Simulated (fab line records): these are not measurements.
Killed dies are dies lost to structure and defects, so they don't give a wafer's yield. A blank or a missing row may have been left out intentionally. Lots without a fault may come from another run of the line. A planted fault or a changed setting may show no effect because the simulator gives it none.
fab line records | flow nand_harc
record: lots: 6 wafers: 18 last_day: 33
route steps=1302 shown A_STAIRCASE@716 END@1302
lots untouched by any fault: they come from a run of this same line in which no faults occurred
start_h: the number of hours between the record's first day and the start of the first shown wafer of the lot | wait_h: hours elapsed since this lot's preceding step | " identical to the entry in the row above | L1.1+2: a row that stands for several wafers | - no value, or no start given | * or withheld: withheld | < > ~ a bound
route shown NAME@n: NAME is a module with steps in the file, n the number in the route of the first one | usual: average and standard deviation across the fault-free wafers | same: alike in all rows | chamber/n: place in a boat | sites: per-site readings | _std_site: the values' standard deviation | _edge_site: inner sites' mean taken away from outer sites' mean | radius_mm: how far each site lies from the wafer's centre | mask NAME#n: copy n | behind: the most recent tool/chamber to have shaped the wafer | hold: reason for holding the lot/hours on hold/outcome of the hold | device: names the non-switching transistor (n, p or np) | end of line: tests of these same wafers at the route's end | for a step that has no rows: nothing shown but its recipe | killed: the dies lost at the first sort to structure and to defects; this is not the yield of the wafer | map: per-die view of a wafer (x killed, . not killed, _ where there is no die)
set.NAME: the run value of the setting; set.NAME@STEP: its run value at that earlier step | model.NAME: the simulator's own value behind a step, which no gauge read
lots at some steps of the route; a table a step, a row a wafer
services: from which hour (start_h, from the record's first day; less than 0 if before it) a tool's chamber was out of use, for how many hours, and why
== steps ==
step: NHARC_A_STAIRCASE_TRIM_202
recipe: time_s: 211.2 o2_flow_sccm: 500 ar_flow_sccm: 0 bias_w: 0 chemistry: O2
usual: drypump_motor_current_A: 5.6/0.32 oes_product_au: 1.001/0.0061 rf_vpp_V: 57.9/0.87 showerhead_plenum_p_Torr: 3.55/0.14 throttle_valve_pct: 17.036/0.0092
columns lot.wafer tool chamber start_h wait_h drypump_motor_current_A oes_product_au rf_hours_counter_h rf_vpp_V showerhead_plenum_p_Torr throttle_valve_pct
L292.4 rie_diel-06 3 - - 5.9 1.001 32 58.3 3.60 17.035
L292.3 " 0 " " 6.2 1.003 30 57.9 3.53 17.047
L292.2 " 1 " " 5.3 1.005 32 57.6 3.34 17.043
L296.2 rie_diel-02 3 - - 5.2 1.000 8 58.7 3.80 17.037
L296.6 " 0 " " 5.3 0.999 - 58.2 3.38 17.044
L296.5 " 1 " " 5.7 0.994 - 57.2 3.35 17.043
L305.3 rie_diel-09 2 - - 5.7 1.010 0 57.6 3.46 17.034
L305.4 " 3 " " 5.3 1.001 0 57.3 3.51 17.044
L305.2 " 1 " " 5.7 0.993 0 58.0 3.71 17.025
L307.3 rie_diel-02 0 - - 5.2 0.994 39 57.9 3.37 17.034
L307.5 " 2 " " 5.7 0.994 - 58.2 3.56 17.029
L307.6 " 3 " " 5.1 1.011 - 57.9 3.79 17.040
L311.2 rie_diel-09 1 - - 5.7 0.996 23 58.4 3.70 17.040
L311.3 " 2 " " 5.8 1.008 18 56.2 3.46 17.058
L311.1 " 3 " " 5.2 1.002 26 58.2 3.50 17.042
L312.2 rie_diel-02 0 - - 5.3 0.995 2 57.6 3.36 17.020
L312.3 " 0 " " 5.2 1.003 - 58.1 3.36 17.033
L312.5 " 0 " " 5.2 0.997 - 57.6 3.36 17.040
step: NHARC_A_STAIRCASE_ETCH_203
recipe: target_depth_a: 1000 time_s: 40.5 ion_energy_ev: 400 c4f8_flow_sccm: 20 o2_flow_sccm: 10 ar_flow_sccm: withheld rf_w: 600 bias_w: 1000 chemistry: C4F8/O2
usual: oes_product_au: 0.943/0.0084 rf_vpp_V: 897/5.2
columns lot.wafer tool chamber start_h wait_h oes_product_au rf_hours_counter_h rf_vpp_V
L292.4 rie_diel-06 2 - - 0.942 34 904
L292.2 " 3 " " 0.949 32 898
L292.3 " 0 " " 0.948 30 896
L296.2 rie_diel-02 2 - - 0.945 8 898
L296.5 " 2 " " 0.940 - 898
L296.6 " 3 " " 0.952 - 905
L305.4 rie_diel-09 2 - - 0.942 0 892
L305.2 " 0 " " 0.957 0 901
L305.3 " 1 " " 0.949 0 903
L307.3 rie_diel-02 0 - - 0.951 39 889
L307.6 " 2 " " 0.952 - 898
L307.5 " 3 " " 0.951 - 904
L311.3 rie_diel-09 0 - - 0.956 25 900
L311.2 " 1 " " 0.930 23 902
L311.1 " 2 " " 0.939 18 895
L312.2 rie_diel-02 3 - - 0.931 2 905
L312.3 " 3 " " 0.931 - 905
L312.5 " 0 " " 0.942 - 889
step: NHARC_A_STAIRCASE_STRIP_205
recipe: power_w: 1500 temp_c: 250 chemistry: O2
usual: drypump_motor_current_A: 5.8/0.45 heater_power_w: 380/34
columns lot.wafer tool chamber start_h wait_h drypump_motor_current_A heater_power_w rf_hours_counter_h
L292.2 plasma_asher-01 0 399.03 0.1 5.5 358 11
L292.4 " 0 " " 5.5 356 -
L292.3 " 1 " " 6.1 405 -
L296.2 plasma_asher-01 1 431.80 0.1 6.1 411 16
L296.6 " 0 " " 5.5 372 -
L296.5 " 1 " " 6.1 409 -
L305.2 plasma_asher-02 0 508.32 0.1 5.2 319 14
L305.4 " 1 " " 6.6 374 -
L305.3 " 0 " " 5.2 310 -
L307.3 plasma_asher-01 0 538.44 0.2 5.5 356 -
L307.5 " 1 " " 6.1 433 -
L307.6 " 0 " " 5.5 360 -
L311.2 plasma_asher-02 1 576.37 0.1 6.6 379 26
L311.1 " 0 " " 5.2 313 26
L311.3 " 0 " " 5.2 307 -
L312.2 plasma_asher-02 1 590.01 0.1 6.6 380 29
L312.3 " 1 " " 6.6 373 -
L312.5 " 1 " " 6.6 372 -
step: NHARC_A_STAIRCASE_STRIP_206
recipe: time_s: 900 temp_c: 130 chemistry: SPM
step: NHARC_A_STAIRCASE_PRECLEAN_207
recipe: time_s: * temp_c: 50 bath_age_min: 0 chemistry: SC1
step: NHARC_A_STAIRCASE_SRD_208
step: NHARC_A_STAIRCASE_DEHYDRATE_209
recipe: temp_c: 150 time_s: 120
step: NHARC_A_STAIRCASE_HMDS_210
recipe: time_s: 30
step: NHARC_A_STAIRCASE_COAT_211
recipe: spin_rpm: 1200
step: NHARC_A_STAIRCASE_SOFTBAKE_212
recipe: temp_c: 135 time_s: 170
step: NHARC_A_STAIRCASE_EBR_213
step: NHARC_A_STAIRCASE_EXPOSE_214
recipe: na: 0.5 dose_mj: 31.26 mask_id: STAIR_3
columns lot.wafer tool chamber start_h wait_h mask model.A_STAIRCASE.overlay_x_nm
L292.2+3+4 krf_scanner-02 0 400.18 - STAIR_3#0 0.5412
L296.2+5+6 krf_scanner-01 0 432.89 - STAIR_3#0 4.973
L305.2+3+4 krf_scanner-02 0 509.42 - STAIR_3#0 76.18
L307.3+5+6 krf_scanner-02 0 539.45 - STAIR_3#0 78.42
L311.1+2+3 krf_scanner-03 0 577.47 - STAIR_3#0 -2.102
L312.2+3+5 krf_scanner-03 0 590.98 - STAIR_3#0 3.604
step: NHARC_A_STAIRCASE_PEB_215
recipe: peb_temp_c: 115 peb_time_s: 130
step: NHARC_END_SORT_01
recipe: temp_c: 25
usual: killed_at_array: 54/16 killed_at_other: 0.6/0.86 killed_at_periphery: 3.8/2.6 killed_dies: 58/16 killed_open: 3.3/1.8 killed_short: 2.7/1.7
same: gross_dies: 677
columns lot.wafer tool chamber start_h wait_h killed_at_array killed_at_other killed_at_periphery killed_dies killed_open killed_short
L296.2 prober-02 0 628.42 2.8 64 1 5 70 3 5
L296.5 prober-02 0 630.85 3.7 62 2 2 66 3 3
L296.6 prober-02 0 631.66 4.0 72 1 4 77 2 3
L305.2 prober-01 0 709.37 2.8 74 1 5 80 6 5
L305.3 prober-01 0 710.18 3.1 75 0 2 77 3 4
L305.4 prober-01 0 710.98 3.4 70 0 2 72 4 3
killed by level:class
L296.2 A_CHANNEL_HOLE_D1:chamber_film_flake=27 A_CHANNEL_HOLE_D2:chamber_film_flake=25 A_DECK1_JOINT:chamber_film_flake=2 A_CONTACT:chamber_film_flake=2 P_GATE:geometric_particle:open=1 P_CONTACT:geometric_particle:short=1 P_M0:geometric_particle:short=1 A_ONON_D1:geometric_particle:open=1
L296.5 A_CHANNEL_HOLE_D1:chamber_film_flake=29 A_CHANNEL_HOLE_D2:chamber_film_flake=25 A_WL_FILL:chamber_film_flake=2 THIN_TSV:chamber_film_flake=2 P_CONTACT:geometric_particle:open=1 P_M0:geometric_particle:short=1 A_ONON_D1:geometric_particle:open=1 A_ONON_D1:geometric_particle:short=1
L296.6 A_CHANNEL_HOLE_D1:chamber_film_flake=33 A_CHANNEL_HOLE_D2:chamber_film_flake=29 P_M2:chamber_film_flake=2 A_CHANNEL_FILL_D2:chamber_film_flake=2 A_WL_FILL:chamber_film_flake=2 P_CONTACT:geometric_particle:short=1 A_SOURCE_PLATE:geometric_particle:short=1 A_ONON_D2:geometric_particle:short=1
L305.2 A_CHANNEL_HOLE_D1:chamber_film_flake=33 A_SLIT:chamber_film_flake=14 A_CHANNEL_HOLE_D2:chamber_film_flake=7 A_STAIRCASE:chamber_film_flake=4 A_WL_FILL:geometric_particle:short=3 A_CONTACT:chamber_film_flake=3 P_CONTACT:geometric_particle:open=2 P_ZERO_WELL:chamber_film_flake=2
L305.3 A_CHANNEL_HOLE_D1:chamber_film_flake=33 A_SLIT:chamber_film_flake=10 A_CHANNEL_HOLE_D2:chamber_film_flake=9 A_STAIRCASE:chamber_film_flake=5 A_WL_FILL:chamber_film_flake=3 A_CONTACT:chamber_film_flake=3 A_DECK1_JOINT:chamber_film_flake=2 A_ONON_D1:geometric_particle:short=1
L305.4 A_CHANNEL_HOLE_D1:chamber_film_flake=31 A_CHANNEL_HOLE_D2:chamber_film_flake=11 A_SLIT:chamber_film_flake=10 A_STAIRCASE:chamber_film_flake=4 A_M0:geometric_particle:open=2 A_DECK1_JOINT:chamber_film_flake=2 A_WL_FILL:chamber_film_flake=2 A_CONTACT:chamber_film_flake=2
== services ==
columns tool chamber start_h hours kind
krf_scanner-02 - 384.51 0.6 repair
rie_diel-02 - 394.62 9.0 pm
krf_scanner-03 - 396.00 4.0 pm
plasma_asher-02 - 428.53 9.0 pm
krf_scanner-02 - 438.00 4.0 pm
krf_scanner-02 - 442.25 1.8 repair
krf_scanner-03 - 459.33 0.7 repair
krf_scanner-02 - 461.29 0.4 repair
krf_scanner-01 - 462.88 11.4 repair
krf_scanner-01 - 484.00 4.0 pm
rie_diel-06 - 485.31 9.0 pm
krf_scanner-03 - 488.48 1.7 repair
krf_scanner-01 - 491.75 12.7 repair
rie_diel-09 - 497.99 9.0 pm
rie_diel-06 - 505.38 0.5 repair
plasma_asher-01 - 520.38 9.0 pm
rie_diel-09 2 528.34 13.0 repair
krf_scanner-02 - 550.53 2.7 repair
krf_scanner-02 - 556.50 0.1 repair
krf_scanner-03 - 559.00 1.7 repair
krf_scanner-03 - 568.00 4.0 pm
rie_diel-02 - 571.62 9.0 pm
krf_scanner-02 - 574.73 18.4 repair
rie_diel-02 1 588.48 1.6 repair
== key ==
first_sign none at tools or gauges
model_effect: step: NHARC_A_STAIRCASE_EXPOSE_214 value: A_STAIRCASE.overlay_x_nm without: 5.055 struck: 77.3
met_at NHARC_A_STAIRCASE_EXPOSE_214
struck_wafers L305.2,L305.3,L305.4,L307.3,L307.5,L307.6
tester_left_out L305,L307
onset_between 400.18 509.42
fault: kind: scanner_matching_overlay tool: krf_scanner-02 chamber: - onset_h: 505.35 steps: NHARC_A_STAIRCASE_EXPOSE_214 offset: 72.247
tester_left_out: of these lots the tester's yield and bins aren't shown, on N5 and GAA mostly nor the transistor test; their killed dies are dies lost to structure and defects alone, not to doping, threshold or leakage, so they don't give the yield
